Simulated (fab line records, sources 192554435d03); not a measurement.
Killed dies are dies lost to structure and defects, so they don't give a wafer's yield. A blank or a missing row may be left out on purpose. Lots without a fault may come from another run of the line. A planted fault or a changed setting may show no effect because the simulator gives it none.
Chamber matching | flow n5_finfet | N5_BEOL_M13_ILD_DEP_00 on pecvd-02: 3 sister chambers
The step deposits SiOC from DEMS/O2, target thk 837.92 nm, time 166.4 s. 6 wafers are shown with their chamber, then 8 later ones without.

WAFERS WITH THEIR CHAMBER
wafer  | chamber | showerhead_vpp_V (V) | throttle_valve_pct (%)
L088.6 | 2       | 1398                 | 11.3
L086.5 | 2       | 1408                 | 11.3
L087.1 | 0       | 1402                 | 11.8
L087.3 | 1       | 1254                 | 12.6
L087.6 | 0       | 1421                 | 12.2
L089.2 | 1       | 1246                 | 12.9

WAFERS WITHOUT THEIR CHAMBER
wafer  | showerhead_vpp_V (V) | throttle_valve_pct (%)
L089.5 | 1407                 | 11.9
L089.6 | 1391                 | 11.6
L093.1 | 1410                 | 11.4
L093.2 | 1275                 | 12.7
L093.4 | 1256                 | 12.5
L097.2 | 1241                 | 12.8
L097.3 | 1387                 | 12.1
L097.5 | 1402                 | 11.5

WHICH CHAMBER EACH WENT THROUGH
wafer  | from the rows above     | in truth
L089.5 | 0                       | 0
L089.6 | can't be placed: 2 or 0 | 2
L093.1 | 2                       | 2
L093.2 | 1                       | 1
L093.4 | 1                       | 1
L097.2 | 1                       | 1
L097.3 | can't be placed: 0 or 2 | 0
L097.5 | can't be placed: 2 or 0 | 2
Placed correctly: 5 of 8. Can't be placed from these rows: 3 (the true chamber is among the candidates in 3). Placed wrongly: 0.
How it was worked out, from the rows above alone: a wafer's distance from a chamber is the root of the sum, over the readings, of the square of ((its reading less the chamber's mean) divided by the reading's scatter). The wafer belongs to the nearest chamber; if the next one is less than 2 further off, it can't be placed. A chamber's mean is the mean of its shown wafers. The scatter: the root of (the sum of the squares of (reading less its chamber's mean) over the shown wafers, divided by (wafers less chambers)).
